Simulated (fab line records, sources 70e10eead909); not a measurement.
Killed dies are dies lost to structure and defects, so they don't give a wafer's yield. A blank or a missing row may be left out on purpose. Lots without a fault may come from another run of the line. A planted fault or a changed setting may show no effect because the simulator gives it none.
Chamber matching | flow nand_harc | NHARC_A_STAIRCASE_TRIM_220 on rie_diel-08: 4 sister chambers
The step chemistry O2, time 211.2 s. 20 wafers are shown with their chamber, then 10 later ones without.

WAFERS WITH THEIR CHAMBER
wafer  | chamber | showerhead_plenum_p_Torr (Torr) | drypump_motor_current_A (A) | oes_product_au (a.u.)
L076.1 | 3       | 3.33                            | 5.6                         | 1.006
L076.5 | 2       | 3.39                            | 6.0                         | 0.997
L076.6 | 1       | 3.49                            | 5.5                         | 1.000
L074.2 | 3       | 3.33                            | 5.6                         | 0.998
L074.3 | 2       | 3.39                            | 6.0                         | 0.987
L074.4 | 1       | 3.49                            | 5.5                         | 0.999
L079.1 | 3       | 3.33                            | 5.6                         | 1.006
L079.2 | 1       | 3.49                            | 5.5                         | 1.009
L079.6 | 3       | 3.33                            | 5.6                         | 1.007
L078.1 | 1       | 3.49                            | 5.5                         | 1.002
L078.2 | 3       | 3.33                            | 5.6                         | 1.006
L078.4 | 0       | 3.33                            | 5.8                         | 1.015
L080.1 | 1       | 3.49                            | 5.5                         | 0.997
L080.3 | 2       | 3.39                            | 6.0                         | 0.997
L080.6 | 0       | 3.33                            | 5.7                         | 1.004
L083.1 | 2       | 3.38                            | 6.0                         | 1.005
L083.3 | 1       | 3.48                            | 5.5                         | 0.993
L083.6 | 0       | 3.33                            | 5.8                         | 0.991
L085.1 | 0       | 3.32                            | 5.8                         | 0.995
L085.4 | 3       | 3.32                            | 5.5                         | 1.010

SIGNATURES (means of the wafers above)
reading                  | chamber 0 | chamber 1 | chamber 2 | chamber 3 | scatter within a chamber
showerhead_plenum_p_Torr | 3.3275    | 3.4883    | 3.3875    | 3.3283    | 0.00445
drypump_motor_current_A  | 5.775     | 5.500     | 6.000     | 5.583     | 0.0315
oes_product_au           | 1.00125   | 1.00000   | 0.99650   | 1.00550   | 0.00674
Rule: a wafer's distance from a chamber is the root of the sum, over the readings, of the square of ((its reading less the chamber's mean) divided by the reading's scatter). The wafer belongs to the nearest chamber; if the next one is less than 2 further off, it can't be placed. The scatter: the root of (the sum of the squares of (reading less its chamber's mean) over the shown wafers, divided by (wafers less chambers)).

WAFERS WITHOUT THEIR CHAMBER
wafer  | showerhead_plenum_p_Torr (Torr) | drypump_motor_current_A (A) | oes_product_au (a.u.)
L085.6 | 3.48                            | 5.5                         | 0.990
L089.1 | 3.48                            | 5.5                         | 0.988
L089.5 | 3.32                            | 5.8                         | 0.991
L089.6 | 3.32                            | 5.5                         | 0.990
L093.1 | 3.37                            | 6.0                         | 0.992
L093.3 | 3.32                            | 5.8                         | 1.013
L093.4 | 3.31                            | 5.5                         | 1.007
L095.1 | 3.37                            | 6.0                         | 1.000
L095.2 | 3.47                            | 5.5                         | 0.992
L095.4 | 3.31                            | 5.6                         | 0.992

WHICH CHAMBER EACH WENT THROUGH
wafer  | from the rows above | in truth
L085.6 | 1                   | 1
L089.1 | 1                   | 1
L089.5 | 0                   | 0
L089.6 | 3                   | 3
L093.1 | 2                   | 2
L093.3 | 0                   | 0
L093.4 | 3                   | 3
L095.1 | 2                   | 2
L095.2 | 1                   | 1
L095.4 | 3                   | 3
Placed correctly: 10 of 10. Can't be placed from these rows: 0. Placed wrongly: 0.
